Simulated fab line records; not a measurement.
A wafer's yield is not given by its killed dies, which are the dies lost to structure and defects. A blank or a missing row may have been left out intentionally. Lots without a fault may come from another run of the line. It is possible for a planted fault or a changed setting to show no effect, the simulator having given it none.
Which tool did it? | flow n5-finfet | 18 wafers from 6 lots sampled at 2 of the route's 1938 steps

== WHAT THE GAUGES SHOWED, per wafer ==
N5_SDB_OVL_MEAS_12.
lot  | measured    | on         | SDB_OVL (nm)
L436 | day 4 01:41 | overlay-01 | -0.6 0.2 -0.8
L441 | day 5 06:26 | overlay-02 | 5.1 4.2 4.1
L443 | day 5 17:53 | overlay-01 | -0.9 1.4 -0.6
L448 | day 7 00:55 | overlay-01 | -0.1 0.2 0.1
L454 | day 8 10:53 | overlay-02 | 0.8 1.0 0.9
L456 | day 8 23:11 | overlay-02 | 0.1 0.3 0.5

== TOOL THAT RAN EACH LOT (tool first, then ch and the chambers of the sampled wafers, then the start) ==
lot  | N5_SDB_EXPOSE_08
L436 | arfi-scanner-03 ch 0, day 4 01:32
L441 | arfi-scanner-03 ch 0, day 5 06:17
L443 | arfi-scanner-01 ch 0, day 5 17:44
L448 | arfi-scanner-02 ch 0, day 7 00:46
L454 | arfi-scanner-01 ch 0, day 8 10:44
L456 | arfi-scanner-01 ch 0, day 8 23:02
- N5_SDB_EXPOSE_08: exposes mask SDB.

== THE ANSWER, worked out from the rows above alone ==
Rule: usual is defined by the lots themselves. The widest of any qualifying gaps counts: lots, ordered by their means at a reading, are off when they make up no more than a third of the lots, leave a main group of 4 or more, and stand apart from it by 3 or more times the standard deviation of that group's means. The tables above print the reading to a certain number of digits; a main group whose means all agree to those digits is not used. A lot without any number at a reading at which 4 lots or more have one is off too. All remaining lots with rows at the step are treated as sound.
Off: L441, seen at N5_SDB_OVL_MEAS_12 (SDB_OVL). Mean 0.2 nm and standard deviation 0.43 in the main group.
A tool fits if, at a process step before that reading, it ran every lot that is off, and no sound lot after the first of them. Gauges at N5_SDB_OVL_MEAS_12: tried the same way as those tools. One candidate fits, namely arfi-scanner-03 at N5_SDB_EXPOSE_08. A fault onset in the window from L436 (day 4 01:32, its last sound lot) to L441 (day 5 06:17, its first lot off) fits.

== WHAT THE SIMULATOR HAD PUT IN ==
Scanner matching overlay: arfi-scanner-03, from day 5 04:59 on, at N5_SDB_EXPOSE_08. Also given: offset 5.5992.
Struck lots among those shown: L441. This agrees with what the rule above found.
